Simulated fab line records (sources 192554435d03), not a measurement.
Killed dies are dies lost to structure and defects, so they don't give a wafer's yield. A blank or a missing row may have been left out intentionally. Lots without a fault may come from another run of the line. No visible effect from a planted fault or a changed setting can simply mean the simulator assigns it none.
The tool behind it: which one? -- flow n5 finfet -- Sampling: 9 lots, 24 wafers, 5 of 1938 route steps

## WHAT THE GAUGES READ, wafer by wafer
N5_BEOL_M4_RC_MEAS_101. Usual: DIBL_N 36.1 mV/V, standard deviation 2; DIBL_P 36.3 mV/V, standard deviation 2.5; IOFF_N 0.16 nA/um, standard deviation 0.037; IOFF_P 0.21 nA/um, standard deviation 0.039; ION_N 678 uA/um, standard deviation 15; ION_P 465 uA/um, standard deviation 8.7; SS_N 71.4 mV/dec, standard deviation 0.7; SS_P 73.3 mV/dec, standard deviation 0.74; VT_N 249 mV, standard deviation 3.6; VT_P -250.0 mV, standard deviation 2.9.
lot,measured,on,DIBL_N (mV/V),DIBL_P (mV/V),IOFF_N (nA/um),IOFF_P (nA/um),ION_N (uA/um),ION_P (uA/um),SS_N (mV/dec),SS_P (mV/dec),VT_N (mV),VT_P (mV),flag
L160,day 8 23:31,prober-01,35.7 37.6,35.4 37.8,0.14 0.18,0.17 0.22,675 674,457 460,70.6 72.1,73.0 74.7,254 249,-255.2 -249.7,
L161,day 8 13:13,prober-02,33.3 36.9 33.6,30.4 35.9 30.2,0.09 0.14 0.09,0.15 0.21 0.14,643 684 642,452 470 443,70.6 71.0 70.6,72.3 72.7 71.8,257 250 258,-252.8 -250.1 -255.9,
L164,day 9 06:28,prober-01,34.8 34.5 38.4,35.2 35.1 40.7,0.14 0.13 0.21,0.18 0.17 0.27,687 670 687,470 459 472,71.5 71.3 72.4,72.7 73.1 74.3,251 251 244,-250.1 -251.9 -245.6,
L166,day 10 17:14,prober-02,38.9 35.9 36.7,40.1 37.6 38.4,0.20 0.15 0.16,0.21 0.18 0.19,675 673 670,456 453 452,72.3 71.5 72.0,73.5 72.7 72.8,250 252 252,-253.0 -254.6 -253.3,
L167,day 10 18:18,prober-01,33.9 37.4,33.0 38.3,0.12 0.17,0.17 0.26,663 678,464 469,71.1 71.9,72.9 74.4,255 249,-251.0 -245.3,
L170,day 11 16:26,prober-02,38.8 33.9 38.7,41.2 34.1 39.1,0.25 0.13 0.23,0.32 0.19 0.27,705 680 697,485 468 474,72.3 70.7 72.0,73.9 72.6 73.4,243 249 244,-243.5 -252.0 -249.4,
L172,day 12 04:50,prober-01,38.4 33.5 37.6,37.4 33.7 38.1,0.20 0.13 0.20,0.24 0.19 0.26,668 669 702,460 463 478,72.1 70.5 71.5,74.1 73.0 74.3,250 251 245,-247.2 -248.7 -247.0,
L180,day 14 13:26,prober-01,39.8 36.3 37.8,41.0 37.9 38.1,0.25 0.17 0.21,0.31 0.25 0.24,702 687 689,476 474 460,72.3 71.1 72.4,74.4 74.2 74.1,242 246 244,-245.9 -244.9 -248.1,
L181,day 14 01:16,prober-02,34.2 36.9,34.1 37.5,0.13 0.16,0.18 0.23,676 672,466 468,70.1 71.6,73.3 74.1,251 251,-251.3 -249.1,

## TOOL THAT RAN EACH LOT (tool first, then ch and the chambers of the sampled wafers, then the start)
lot,N5_GATE_CUT_SAC_CAP_01,N5_GATE_CUT_ETCH_36,N5_GATE_CUT_HM_OPEN_40,N5_GATE_CUT_CUT_ETCH_53
L160,"ald sin-02 ch 1,2, day 4 22:31","rie diel-01 ch 1,3, day 5 01:46","rie diel-01 ch 1,3, day 5 01:53","rie metal-03 ch 1, day 5 02:06"
L161,"ald sin-03 ch 0,1, day 5 02:21","rie diel-01 ch 1,2, day 5 05:28","rie diel-01 ch 1,2, day 5 05:35","rie metal-01 ch 0,1, day 5 05:49"
L164,"ald sin-04 ch 0,2,3, day 5 21:32","rie diel-01 ch 0,2,3, day 6 00:39","rie diel-01 ch 0,2,3, day 6 00:46","rie metal-02 ch 0,1, day 6 00:59"
L166,"ald sin-04 ch 0,3, day 6 11:59","rie diel-02 ch 1,2, day 6 15:16","rie diel-02 ch 1,2, day 6 15:23","rie metal-01 ch 0,1, day 6 15:38"
L167,"ald sin-03 ch 0,1, day 6 15:48","rie diel-02 ch 0,1, day 6 17:58","rie diel-02 ch 0,1, day 6 18:05","rie metal-01 ch 0,1, day 6 18:20"
L170,"ald sin-03 ch 0,1,3, day 7 09:46","rie diel-02 ch 0,1,3, day 7 13:03","rie diel-02 ch 0,1,3, day 7 13:10","rie metal-01 ch 0,1, day 7 13:23"
L172,"ald sin-03 ch 0,1,3, day 7 21:38","rie diel-02 ch 0,1,2, day 8 00:57","rie diel-02 ch 0,1,2, day 8 01:04","rie metal-02 ch 0,1, day 8 01:17"
L180,"ald sin-04 ch 1,2,3, day 10 00:37","rie diel-01 ch 0,2,3, day 10 03:54","rie diel-01 ch 0,2,3, day 10 04:01","rie metal-02 ch 0,1, day 10 04:16"
L181,"ald sin-04 ch 2,3, day 10 04:21","rie diel-03 ch 0,2, day 10 07:29","rie diel-03 ch 0,2, day 10 07:35","rie metal-01 ch 0,1, day 10 07:49"
- N5_GATE_CUT_SAC_CAP_01: material SiNx, target thk 24 nm, pulse time 1 s, ald cycles 480.
- N5_GATE_CUT_ETCH_36: etches SiARC in CF4, target depth 13 nm, time 21.7 s.
- N5_GATE_CUT_HM_OPEN_40: chemistry C4F6/O2, target SiO2, target depth 139 nm, time 85.1 s.
- N5_GATE_CUT_CUT_ETCH_53: etches W in SF6/Cl2, target depth 79.2 nm.

## AS READ BY THE TOOLS THEMSELVES (means over the sampled wafers that have a number; for cases with no such wafer, the mark the record gives instead)
N5_GATE_CUT_SAC_CAP_01. Usual: heater power w 864 W, standard deviation 87; precursor pulse height rel 0.998, standard deviation 0.022.
lot,tool,heater power w (W),precursor pulse height rel,flag
L160,ald sin-02,836,0.992,
L161,ald sin-03,906,0.977,
L164,ald sin-04,875,0.984,
L166,ald sin-04,795,1.004,
L167,ald sin-03,905,1.026,
L170,ald sin-03,892,0.996,
L172,ald sin-03,890,0.996,
L180,ald sin-04,837,0.990,
L181,ald sin-04,822,0.984,

N5_GATE_CUT_ETCH_36. Usual: drypump motor current A 6.0 A, standard deviation 0.33; etch rf on time s 21.9 s, standard deviation 0.65; oes product au 0.67 a.u., standard deviation 0.08; rf vpp V 183.9 V, standard deviation 1.1; showerhead plenum p Torr 2.13 Torr, standard deviation 0.062; throttle valve pct 15.66 %, standard deviation 0.26.
lot,tool,drypump motor current A (A),etch rf on time s (s),oes product au (a.u.),rf vpp V (V),showerhead plenum p Torr (Torr),throttle valve pct (%),flag
L160,rie diel-01,6.0,22.6,0.72,183.4,2.13,15.66,
L161,rie diel-01,6.0,22.1,0.69,184.3,2.19,15.68,
L164,rie diel-01,6.0,22.2,0.61,184.7,2.19,15.75,
L166,rie diel-02,5.7,21.6,0.63,183.3,2.06,16.03,
L167,rie diel-02,6.2,21.7,0.71,183.5,2.13,15.61,
L170,rie diel-02,6.1,21.9,0.68,182.7,2.10,15.57,
L172,rie diel-02,6.1,21.3,0.66,183.6,2.10,15.79,
L180,rie diel-01,6.0,21.8,0.66,184.9,2.18,15.65,
L181,rie diel-03,5.9,21.8,0.64,184.3,2.12,15.60,

N5_GATE_CUT_HM_OPEN_40. Usual: drypump motor current A 6.0 A, standard deviation 0.33; etch rf on time s 94.4 s, standard deviation 2.3; oes product au 0.71 a.u., standard deviation 0.086; rf vpp V 668 V, standard deviation 19; showerhead plenum p Torr 2.82 Torr, standard deviation 0.088; throttle valve pct 20.94 %, standard deviation 0.26.
lot,tool,drypump motor current A (A),etch rf on time s (s),oes product au (a.u.),rf vpp V (V),showerhead plenum p Torr (Torr),throttle valve pct (%),flag
L160,rie diel-01,6.0,95.6,0.76,666,2.83,20.98,
L161,rie diel-01,6.0,94.1,0.73,676,2.90,21.02,
L164,rie diel-01,6.0,96.5,0.64,670,2.90,21.06,
L166,rie diel-02,5.7,94.4,0.65,655,2.72,21.32,
L167,rie diel-02,6.2,94.3,0.75,650,2.82,20.95,
L170,rie diel-02,6.1,82.7,0.79,668,2.78,20.88,OFF
L172,rie diel-02,6.0,81.3,0.77,657,2.77,21.10,OFF
L180,rie diel-01,6.0,94.9,0.70,668,2.89,20.97,
L181,rie diel-03,5.9,93.8,0.68,680,2.80,20.74,

N5_GATE_CUT_CUT_ETCH_53. Usual: drypump motor current A 5.59 A, standard deviation 0.25; etch rf on time s 26.2 s, standard deviation 0.68; he backside leak sccm 3.5 sccm, standard deviation 0.4; oes product au 0.71 a.u., standard deviation 0.14; throttle valve pct 29.42 %, standard deviation 0.21.
lot,tool,drypump motor current A (A),etch rf on time s (s),he backside leak sccm (sccm),oes product au (a.u.),throttle valve pct (%),flag
L160,rie metal-03,5.47,27.8,3.5,0.67,29.29,
L161,rie metal-01,5.54,25.6,3.5,0.73,29.59,
L164,rie metal-02,5.45,26.3,3.6,0.54,29.15,
L166,rie metal-01,5.55,25.8,3.4,0.84,29.64,
L167,rie metal-01,5.61,25.6,3.3,0.85,29.67,
L170,rie metal-01,5.56,25.7,3.5,0.83,29.65,
L172,rie metal-02,5.64,25.9,3.4,0.77,29.25,
L180,rie metal-02,5.63,26.1,3.5,0.73,29.25,
L181,rie metal-01,5.60,25.6,3.4,0.81,29.67,

## THE ANSWER, worked out from the rows above alone
Rule: a lot is off if the mean of its wafers that have a number lies more than 3 standard deviations from the usual mean. Also off: a lot with no number at a reading for which 4 or more lots have one. All remaining lots with rows at the step are treated as sound. After the gauges, taken in route order, come the tools' own readings; for these a lot's mean is taken, as printed above. At the first step where some lot is off, the reading lying furthest off is the one used; lots without a number count as furthest.
Off, at N5_GATE_CUT_HM_OPEN_40 on etch rf on time s: L170, L172.
A tool fits if, at that step or a process step before it, it ran every lot that is off, and no sound lot after the first of them. Can't be told from this: 2 tools fit, ald sin-03 at N5_GATE_CUT_SAC_CAP_01, rie diel-02 at N5_GATE_CUT_ETCH_36 and N5_GATE_CUT_HM_OPEN_40.

## WHAT THE SIMULATOR HAD PUT IN
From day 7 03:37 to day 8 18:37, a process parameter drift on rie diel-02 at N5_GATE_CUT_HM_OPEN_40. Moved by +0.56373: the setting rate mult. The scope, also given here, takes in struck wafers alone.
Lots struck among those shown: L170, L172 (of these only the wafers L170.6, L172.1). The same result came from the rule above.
